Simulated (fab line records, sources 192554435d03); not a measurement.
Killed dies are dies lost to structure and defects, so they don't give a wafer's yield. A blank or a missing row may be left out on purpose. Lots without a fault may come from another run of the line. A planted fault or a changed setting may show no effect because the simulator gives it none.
fab line records | flow n5_finfet
record lots=6 wafers=18 last_day=18
route steps=1938 shown BEOL_M12@1636 PASSIVATION@1936
lots that met no fault: from a run of the same line without faults
start_h: hours from the record's first day to the start of the lot's first wafer shown | wait_h: hours since the lot's step before | " the same as in the row above | L1.1+2: a row that stands for several wafers | - no value, or no start given | * or withheld: withheld | < > ~ a bound
route shown NAME@n: a module of which the file shows steps, and the number in the route of the first | usual: mean/standard deviation of fault-free wafers | same: alike in all rows | chamber/n: place in a boat | sites: the reading at each site | _std_site: their standard deviation | _edge_site: outer sites' mean less inner sites' | radius_mm: how far each site lies from the wafer's centre | mask NAME#n: copy n | behind: the tool/chamber that last shaped the wafer | hold: why the lot was held/for how many hours/how that ended | device: the transistor (n, p or np) that didn't switch | end of line: the same wafers' tests at the end of the route | a step without rows: its recipe alone | killed: dies lost to structure and defects at the first sort, not the wafer's yield | map: a wafer's dies, x killed, . not, _ none there
set.NAME: the setting as run; set.NAME@STEP: as run at that earlier step | model.NAME: the simulator's own value behind a step, which no gauge read
lots at some steps of the route; a table a step, a row a wafer
services: from which hour (start_h, from the record's first day; less than 0 if before it) a tool's chamber was out of use, for how many hours, and why
## steps
# step N5_BEOL_M12_ETCH_67
# recipe chemistry=CF4 target=SiARC target_depth_a=1430 time_s=238.3 ion_energy_ev=80 pressure_mtorr=40 source_w=545 bias_w=36 Ar_flow_sccm=100 cf4_flow_sccm=100 ends=cleared
# usual drypump_motor_current_A=5.9/0.56 etch_rf_on_time_s=238/5.5 oes_product_au=0.68/0.078 rf_vpp_V=184.4/1.3 showerhead_plenum_p_Torr=2.18/0.077 throttle_valve_pct=15.53/0.23
# columns lot.wafer tool chamber start_h wait_h drypump_motor_current_A etch_rf_on_time_s oes_product_au rf_hours_counter_h rf_vpp_V showerhead_plenum_p_Torr throttle_valve_pct
L424.1 rie_diel-02 3 254.92 0.0 6.0 233 0.75 57 186.9 2.28 15.69
L424.4 " 0 " " 6.2 240 0.59 230 184.8 2.21 15.47
L424.6 " 2 " " 5.7 235 0.67 - 185.0 2.14 15.55
L427.2 rie_diel-01 2 272.64 0.0 4.9 241 0.59 222 182.2 2.03 15.67
L427.3 " 0 " " 6.8 249 0.59 202 182.8 2.13 15.82
L427.5 " 3 " " 5.1 235 0.69 - 183.3 2.09 15.44
L433.2 rie_diel-01 0 301.07 0.0 6.8 246 0.60 211 183.9 2.13 15.83
L433.4 " 2 " " 4.9 243 0.58 231 183.3 2.03 15.69
L433.5 " 1 " " 6.1 228 0.68 - 186.2 2.23 15.64
L434.2 rie_diel-02 2 316.99 0.0 5.6 233 0.66 132 182.9 2.14 15.59
L434.4 " 3 " " 6.0 232 0.73 - 186.3 2.27 15.74
L434.5 " 2 " " 5.6 232 0.66 - 184.2 2.14 15.60
L442.1 rie_diel-02 1 358.05 0.0 6.5 236 0.70 85 185.6 2.25 15.38
L442.3 " 2 " " 5.6 230 0.66 145 184.0 2.13 15.64
L442.6 " 0 " " 6.3 241 0.80 - 185.9 2.20 14.99
L445.1 rie_diel-05 0 385.78 0.0 5.6 236 0.74 63 184.9 2.18 15.65
L445.3 " 1 " " 6.5 238 0.77 22 182.3 2.09 14.95
L445.5 " 3 " " 6.2 236 0.75 - 185.8 2.26 15.31
# step N5_BEOL_M12_ETCH_68
# recipe chemistry=N2/H2 target=SOC mask_material=SiARC source_w=3000 bias_w=350 temp_c=40 time_s=285 ion_energy_ev=200 pressure_mtorr=30 n2_flow_sccm=200 h2_flow_sccm=200
# step N5_BEOL_M12_STRIP_69
# recipe chemistry=N2/H2 temp_c=40 n2_flow_sccm=200 h2_flow_sccm=200 rf_frequency_hz=6e+07
# step N5_BEOL_M12_TRENCH_ETCH_34
# recipe chemistry=C4F8/O2/Ar target=SiOC target_depth_a=3189.5 mask_material=SOC pressure_mtorr=30 source_w=3000 bias_w=700 Ar_flow_sccm=400 C4F8_flow_sccm=15 O2_flow_sccm=8 he_inner_torr=15 he_outer_torr=30 time_s=125.5 ion_energy_ev=250
# usual O2_flow_sccm=7.998/0.024 drypump_motor_current_A=5.9/0.55 he_inner_torr=15.000/0.028 oes_product_au=0.80/0.09 rf_vpp_V=667/3.3 showerhead_plenum_p_Torr=3.47/0.12 throttle_valve_pct=24.12/0.28
# columns lot.wafer tool chamber start_h wait_h O2_flow_sccm drypump_motor_current_A he_inner_torr oes_product_au rf_hours_counter_h rf_vpp_V showerhead_plenum_p_Torr throttle_valve_pct
L424.1 rie_diel-02 3 255.25 0.0 8.010 6.0 15.009 0.89 57 669 3.62 24.38
L424.4 " 0 " " 7.971 6.3 14.967 0.69 230 668 3.50 23.87
L424.6 " 2 " " 7.959 5.7 14.997 0.78 - 666 3.41 24.09
L427.2 rie_diel-01 2 272.97 0.0 8.036 4.9 14.991 0.70 222 661 3.25 24.18
L427.3 " 0 " " 7.967 6.8 15.000 0.71 202 665 3.42 24.44
L427.5 " 3 " " 8.010 5.1 15.010 0.81 - 663 3.35 24.05
L433.2 rie_diel-01 0 301.40 0.0 7.962 6.8 15.036 0.71 211 665 3.41 24.47
L433.4 " 2 " " 7.991 4.9 15.072 0.69 231 660 3.24 24.20
L433.5 " 1 " " 8.031 6.2 14.996 0.78 - 670 3.56 24.29
L434.2 rie_diel-02 2 317.32 0.0 7.995 5.7 14.976 0.76 133 666 3.40 24.14
L434.4 " 3 " " 8.017 6.0 14.996 0.85 - 670 3.61 24.38
L434.5 " 2 " " 7.999 5.7 14.994 0.76 - 665 3.40 24.12
L442.1 rie_diel-02 1 358.38 0.0 7.984 6.5 14.984 0.83 86 670 3.58 23.89
L442.3 " 2 " " 7.997 5.6 15.011 0.76 146 666 3.39 24.14
L442.6 " 0 " " 8.005 6.3 15.015 0.92 - 667 3.49 23.50
L445.1 rie_diel-05 0 386.11 0.0 7.998 5.6 15.046 0.89 63 667 3.48 24.36
L445.3 " 1 " " 7.973 6.5 15.021 0.90 22 664 3.34 23.46
L445.5 " 3 " " 7.997 6.2 15.007 0.86 - 670 3.60 23.95
# step N5_BEOL_M12_STRIP_70
# recipe chemistry=C4F8/O2/Ar resist=SiARC rf_frequency_hz=6e+07
# step N5_BEOL_M12_OCD_MEAS_35
# usual trench_depth_nm=319/5.5
# columns lot.wafer tool chamber start_h wait_h trench_depth_nm
L424.1 ocd-01 - 255.40 0.0 328
L424.4 " - " " 317
L424.6 " - " " 319
L427.2 ocd-02 - 273.13 0.0 319
L427.3 " - " " 309
L427.5 " - " " 319
L433.2 ocd-01 - 301.55 0.0 312
L433.4 " - " " 319
L433.5 " - " " 329
L434.2 ocd-01 - 317.48 0.0 317
L434.4 " - " " 321
L434.5 " - " " 318
L442.1 ocd-02 - 358.53 0.0 318
L442.3 " - " " 320
L442.6 " - " " 311
L445.1 ocd-01 - 386.26 0.0 328
L445.3 " - " " 325
L445.5 " - " " 321
# step N5_BEOL_M12_STRIP_37
# recipe chemistry=N2/H2 power_w=1000 temp_c=250 h2_frac=0.65 overash_fraction=0.3 pressure_mtorr=withheld n2_flow_sccm=1750 h2_flow_sccm=3250
# usual drypump_motor_current_A=5.7/0.55 heater_power_w=314/16 oes_product_au=0.791/0.0098
# same overash_fraction=0.3
# columns lot.wafer tool chamber start_h wait_h drypump_motor_current_A heater_power_w oes_product_au rf_hours_counter_h
L424.1 plasma_asher-01 1 255.44 0.0 6.3 300 0.789 115
L424.4 " 1 " " 6.3 300 0.793 -
L424.6 " 1 " " 6.3 308 0.768 -
L427.2 plasma_asher-01 0 273.16 0.0 5.3 348 0.803 118
L427.3 " 0 " " 5.3 340 0.801 -
L427.5 " 0 " " 5.3 346 0.802 -
L433.2 plasma_asher-02 1 301.84 0.3 5.0 306 0.788 88
L433.4 " 1 " " 4.9 309 0.817 -
L433.5 " 1 " " 4.9 304 0.791 -
L434.2 plasma_asher-02 1 317.52 0.0 5.0 309 0.804 95
L434.4 " 0 " " 6.1 307 0.781 -
L434.5 " 1 " " 4.9 312 0.781 -
L442.1 plasma_asher-01 0 358.57 0.0 5.2 340 0.795 133
L442.3 " 0 " " 5.3 351 0.786 -
L442.6 " 1 " " 6.3 300 0.784 -
L445.1 plasma_asher-02 1 386.30 0.0 4.9 304 0.797 109
L445.3 " 0 " " 6.1 311 0.801 -
L445.5 " 0 " " 6.1 306 0.782 -
# step N5_BEOL_M12_ETCH_38
# recipe chemistry=CF4/N2 target=SiCN target_depth_a=687 taper_deg=2 time_s=73.4 ion_energy_ev=150 mask_material=SiO2 pressure_mtorr=40 source_w=430 bias_w=70 Ar_flow_sccm=100 cf4_flow_sccm=60 n2_flow_sccm=60
# usual drypump_motor_current_A=6.0/0.53 oes_product_au=0.80/0.093 rf_vpp_V=383.3/1.8 showerhead_plenum_p_Torr=2.25/0.074 throttle_valve_pct=15.35/0.25
# columns lot.wafer tool chamber start_h wait_h drypump_motor_current_A oes_product_au rf_hours_counter_h rf_vpp_V showerhead_plenum_p_Torr throttle_valve_pct
L424.1 rie_diel-02 2 260.18 - 5.7 0.79 113 382.9 2.21 15.42
L424.4 " 0 " " 6.2 0.69 232 384.1 2.27 15.29
L424.6 " 2 " " 5.7 0.79 - 382.2 2.21 15.42
L427.2 rie_diel-05 0 277.24 - 5.6 0.93 21 382.4 2.25 15.35
L427.3 " 3 " " 6.2 0.96 10 384.5 2.35 15.02
L427.5 " 1 " " 6.5 0.68 - 382.6 2.17 15.23
L433.2 rie_diel-05 3 304.54 - 6.2 0.91 21 387.2 2.34 15.05
L433.4 " 0 " " 5.6 0.91 - 382.5 2.25 15.39
L433.5 " 3 " " 6.2 0.92 - 385.8 2.34 15.05
L434.2 rie_diel-05 1 320.06 - 6.5 0.97 0 381.8 2.17 14.73
L434.4 " 3 " " 6.2 0.91 29 384.2 2.34 15.07
L434.5 " 1 " " 6.5 0.97 - 380.8 2.17 14.75
L442.1 rie_diel-01 0 365.39 - 6.8 0.67 239 382.2 2.18 15.69
L442.3 " 3 " " 5.1 0.78 114 381.7 2.15 15.32
L442.6 " 3 " " 5.1 0.78 - 381.3 2.15 15.32
L445.1 rie_diel-01 3 387.98 - 5.1 0.76 126 380.9 2.14 15.34
L445.3 " 2 " " 4.9 0.94 3 383.8 2.35 15.06
L445.5 " 2 " " 4.9 0.94 - 386.3 2.35 15.05
# step N5_BEOL_M12_PRECLEAN_39
# recipe chemistry=residue_remover time_s=60 temp_c=40
# step N5_BEOL_M12_SRD_40
# recipe time_s=30 temp_c=23 rinse_liquid=diw dry=n2_spin spin_rpm=1500 dry_time_s=30
# step N5_BEOL_M12_DEGAS_41
# recipe ambient=vacuum temp_c=250 time_s=60
# step N5_BEOL_M12_PRE_CLEAN_42
# recipe gas=H2/He time_s=30 temp_c=250
# step N5_BEOL_M12_SPUTTER_43
# recipe material=TaN target_thk_a=150 temp_c=50 bias_v=168.6 power_w=15000 chamber_pressure_pa=0.12 time_s=24.19
# usual cathode_dc_power_W=15000/2.4 throttle_valve_pct=30.1/1
# columns lot.wafer tool chamber start_h wait_h cathode_dc_power_W throttle_valve_pct model.TaN_of_BEOL_M12_SPUTTER_43.thk_nm
L424.1 pvd_sputter-02 - 260.91 0.0 14996 27.9 15
L424.4 " - " " 14992 30.0 15
L424.6 " - " " 14999 28.1 14.8
L427.2 pvd_sputter-02 - 277.86 0.0 15001 30.0 15.4
L427.3 " - " " 15003 31.5 15
L427.5 " - " " 15000 31.8 15.2
L433.2 pvd_sputter-03 - 305.20 0.0 14996 30.6 15
L433.4 " - " " 14997 31.8 15.2
L433.5 " - " " 15001 29.1 15.4
L434.2 pvd_sputter-01 - 320.73 0.0 14996 30.7 15.2
L434.4 " - " " 14999 29.8 15
L434.5 " - " " 15004 31.0 15.2
L442.1 pvd_sputter-03 - 365.66 0.0 15851 30.5 15.6
L442.3 " - " " 15842 31.7 15.8
L442.6 " - " " 15851 31.7 15.8
L445.1 pvd_sputter-03 - 388.63 0.0 15848 31.5 16
L445.3 " - " " 15849 29.2 16.2
L445.5 " - " " 15849 29.2 16.2
# step N5_BEOL_M12_SPUTTER_44
# recipe material=Ta target_thk_a=100 temp_c=50 bias_v=80 power_w=15000 chamber_pressure_pa=0.07 time_s=16.13
# usual cathode_dc_power_W=15000/2.7 throttle_valve_pct=30.1/1
# columns lot.wafer tool chamber start_h wait_h cathode_dc_power_W throttle_valve_pct
L424.1 pvd_sputter-02 - 260.99 0.0 15000 28.1
L424.4 " - " " 14999 30.0
L424.6 " - " " 15001 27.9
L427.2 pvd_sputter-02 - 277.94 0.0 14999 30.0
L427.3 " - " " 15002 31.7
L427.5 " - " " 15004 31.5
L433.2 pvd_sputter-03 - 305.28 0.0 14996 30.6
L433.4 " - " " 15000 31.8
L433.5 " - " " 14996 29.3
L434.2 pvd_sputter-01 - 320.81 0.0 15000 30.7
L434.4 " - " " 14993 29.9
L434.5 " - " " 15001 30.9
L442.1 pvd_sputter-03 - 365.74 0.0 15001 30.8
L442.3 " - " " 15003 31.6
L442.6 " - " " 15001 31.6
L445.1 pvd_sputter-03 - 388.71 0.0 14999 31.6
L445.3 " - " " 14996 29.4
L445.5 " - " " 15002 29.0
# step N5_PASSIVATION_PROBE_49
# usual defect_limited_yield=91.2/1.5 killed_at_M0_to_M3=33/9.6 killed_at_M4_up=14/5.6 killed_at_contacts=14/5.5 killed_at_front_end=40/13 killed_at_other=4/3 killed_dies=104/17 killed_open=68/13 killed_short=33/7.2 sort_bin_5_function=5.2/0.95 sort_bin_6_memory=3.3/0.62 sort_bin_8_speed=0.00/0.012 sort_n_pass=1076/17 sort_yield_pct=91.2/1.5
# same gross_dies=1180 killed_at_back_side=0 sort_bin_4_leakage[%]=0
# columns lot.wafer tool chamber start_h wait_h defect_limited_yield[%] killed_at_M0_to_M3 killed_at_M4_up killed_at_contacts killed_at_front_end killed_at_other killed_dies killed_open killed_short sort_bin_5_function[%] sort_bin_6_memory[%] sort_bin_8_speed[%] sort_n_pass sort_yield_pct[%]
L427.2 prober-01 - 315.13 0.1 88.6 31 15 19 66 4 135 88 44 7.2 3.9 0 1045 88.6
L427.3 prober-01 - 315.18 0.1 87.9 47 14 2 75 5 143 94 46 6.1 5.4 0 1037 87.9
L427.5 prober-01 - 315.28 0.2 89.6 44 11 17 48 3 123 84 35 6.4 3.5 0 1057 89.6
L433.2 prober-02 - 341.97 0.1 91.7 32 13 15 38 0 98 68 27 4.6 3.3 0 1082 91.7
L433.4 prober-02 - 342.07 0.2 90.1 42 11 16 45 3 117 84 31 6.0 3.6 0 1063 90.1
L433.5 prober-02 - 342.12 0.2 88.8 37 15 14 61 5 132 87 44 7.0 3.7 0 1048 88.8
L434.2 prober-01 - 360.29 0.1 89.9 48 15 11 37 8 119 86 31 6.4 3.4 0 1061 89.9
L434.4 prober-01 - 360.39 0.2 92.2 18 18 18 35 3 92 65 26 4.6 3.1 0 1088 92.2
L434.5 prober-01 - 360.44 0.2 91.9 27 11 28 26 4 96 62 34 4.8 3.2 0 1084 91.9
L442.1 prober-01 - 400.07 0.0 88.8 36 18 15 62 1 132 82 45 6.5 4.3 0 1048 88.8
L442.3 prober-01 - 400.17 0.1 90.8 40 15 13 40 0 108 72 34 5.6 3.2 0 1072 90.8
L442.6 prober-01 - 400.32 0.3 93.1 28 8 6 37 3 82 52 29 4.0 2.8 0 1098 93.1
# killed by level:class
L427.2 STI_FIN_REVEAL:geometric_particle:open=23 MOL_CONTACT_COAG:geometric_particle:open=15 FIN_SAQP:geometric_particle:short=13 FIN_SAQP:geometric_particle:open=9 BEOL_M0_SAQP:geometric_particle:open=9 BEOL_M1:geometric_particle:open=6 STI_FIN_REVEAL:geometric_particle:short=6 DUMMY_GATE:geometric_particle:open=5
L427.3 STI_FIN_REVEAL:geometric_particle:open=19 FIN_SAQP:geometric_particle:open=16 FIN_SAQP:geometric_particle:short=12 BEOL_M0_SAQP:geometric_particle:short=9 BEOL_M0_SAQP:geometric_particle:open=8 BEOL_M3:geometric_particle:open=8 DUMMY_GATE:geometric_particle:open=7 BEOL_M1:geometric_particle:open=7
L427.5 MOL_CONTACT_COAG:geometric_particle:open=13 BEOL_M1:geometric_particle:open=13 STI_FIN_REVEAL:geometric_particle:open=11 BEOL_M2:geometric_particle:open=11 DUMMY_GATE:geometric_particle:open=8 FIN_SAQP:geometric_particle:short=7 FIN_SAQP:geometric_particle:open=6 BEOL_M1:geometric_particle:short=4
L433.2 MOL_CONTACT_COAG:geometric_particle:open=14 BEOL_M0_SAQP:geometric_particle:open=13 FIN_SAQP:geometric_particle:open=12 FIN_SAQP:geometric_particle:short=8 BEOL_M0_SAQP:geometric_particle:short=7 BEOL_M1:geometric_particle:open=7 DUMMY_GATE:geometric_particle:open=5 BEOL_M4:geometric_particle:open=5
L433.4 DUMMY_GATE:geometric_particle:open=17 FIN_SAQP:geometric_particle:open=15 MOL_CONTACT_COAG:geometric_particle:open=13 BEOL_M1:geometric_particle:open=10 BEOL_M0_SAQP:geometric_particle:short=9 BEOL_M0_SAQP:geometric_particle:open=9 FIN_SAQP:geometric_particle:short=7 BEOL_M4:geometric_particle:open=6
L433.5 FIN_SAQP:geometric_particle:open=24 FIN_SAQP:geometric_particle:short=15 MOL_CONTACT_COAG:geometric_particle:open=13 BEOL_M0_SAQP:geometric_particle:short=9 BEOL_M0_SAQP:geometric_particle:open=9 BEOL_M1:geometric_particle:open=7 BEOL_M4:geometric_particle:open=6 GATE_CUT:geometric_particle:short=4
L434.2 BEOL_M2:geometric_particle:open=20 FIN_SAQP:geometric_particle:short=13 ILD0:geometric_particle:open=8 MOL_CONTACT_COAG:geometric_particle:open=8 BEOL_M1:geometric_particle:open=8 BEOL_M3:geometric_particle:open=7 BEOL_M4:geometric_particle:open=7 FIN_SAQP:geometric_particle:open=6
L434.4 MOL_CONTACT_COAG:geometric_particle:open=17 FIN_SAQP:geometric_particle:open=11 BEOL_M4:geometric_particle:open=8 STARTING-WAFER:geometric_particle:open=5 STI_FIN_REVEAL:geometric_particle:open=4 BEOL_M2:geometric_particle:open=4 FIN_SAQP:geometric_particle:short=3 ILD0:geometric_particle:short=3
L434.5 MOL_CONTACT_COAG:geometric_particle:open=21 MOL_CONTACT_COAG:geometric_particle:short=7 BEOL_M2:geometric_particle:open=7 BEOL_M0_SAQP:geometric_particle:open=5 BEOL_M5:geometric_particle:short=4 STARTING-WAFER:geometric_particle:short=4 STARTING-WAFER:geometric_particle:open=4 STI_FIN_REVEAL:geometric_particle:open=3
L442.1 FIN_SAQP:geometric_particle:open=19 MOL_CONTACT_COAG:geometric_particle:open=11 FIN_SAQP:geometric_particle:short=10 STI_FIN_REVEAL:geometric_particle:open=9 BEOL_M2:geometric_particle:open=8 BEOL_M0_SAQP:geometric_particle:open=7 BEOL_M0_SAQP:geometric_particle:short=6 DUMMY_GATE:geometric_particle:open=5
L442.3 FIN_SAQP:geometric_particle:open=12 MOL_CONTACT_COAG:geometric_particle:open=10 BEOL_M2:geometric_particle:open=10 BEOL_M4:geometric_particle:open=10 FIN_SAQP:geometric_particle:short=9 BEOL_M0_SAQP:geometric_particle:short=8 BEOL_M3:geometric_particle:open=8 BEOL_M0_SAQP:geometric_particle:open=5
L442.6 DUMMY_GATE:geometric_particle:open=8 STI_FIN_REVEAL:geometric_particle:open=7 BEOL_M2:geometric_particle:open=7 FIN_SAQP:geometric_particle:open=6 BEOL_M0_SAQP:geometric_particle:short=6 FIN_SAQP:geometric_particle:short=5 MOL_CONTACT_COAG:geometric_particle:open=5 DUMMY_GATE:geometric_particle:short=4
## services
# columns tool chamber start_h hours kind
rie_diel-05 2 248.35 14.3 repair
rie_diel-01 2 252.54 8.2 repair
plasma_asher-02 - 282.11 5.9 repair
plasma_asher-01 - 300.45 15.6 pm
pvd_sputter-02 - 305.59 2.2 repair
rie_diel-02 2 306.72 4.8 repair
rie_diel-02 0 313.32 - clean
rie_diel-02 0 313.32 - consumable_replace:focus_ring
rie_diel-02 0 313.32 30.2 scheduled_down
rie_diel-02 0 313.32 30.2 vent_cycle
rie_diel-02 3 317.48 4.5 repair
plasma_asher-01 - 324.79 3.4 repair
pvd_sputter-01 - 326.95 3.2 repair
rie_diel-02 3 329.20 11.3 repair
rie_diel-02 2 332.84 7.0 repair
rie_diel-01 3 344.13 12.7 repair
plasma_asher-02 - 351.47 2.8 repair
rie_diel-01 2 357.00 - clean
rie_diel-01 2 357.00 - consumable_replace:focus_ring
rie_diel-01 2 357.00 - consumable_replace:showerhead
pvd_sputter-02 - 360.36 9.0 repair
pvd_sputter-02 - 373.64 2.1 repair
plasma_asher-01 - 377.68 4.9 repair
rie_diel-02 0 379.82 4.5 repair
## key
first_sign step=N5_BEOL_M12_SPUTTER_43 reading=cathode_dc_power_W direction=up sigmas=99+ usual=* struck=*
effect none on later readings
model_effect step=N5_BEOL_M12_SPUTTER_43 value=TaN_of_BEOL_M12_SPUTTER_43.thk_nm without=15.13 struck=15.93
met_at N5_BEOL_M12_SPUTTER_43
struck_wafers L442.1,L442.3,L442.6,L445.1,L445.3,L445.5
onset_between 305.20 365.66
fault kind=process_parameter_drift tool=pvd_sputter-03 chamber=- onset_h=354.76 steps=N5_BEOL_M12_SPUTTER_43 channel=power_w offset=* shape=step end_h=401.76 acts_in=* stated=*
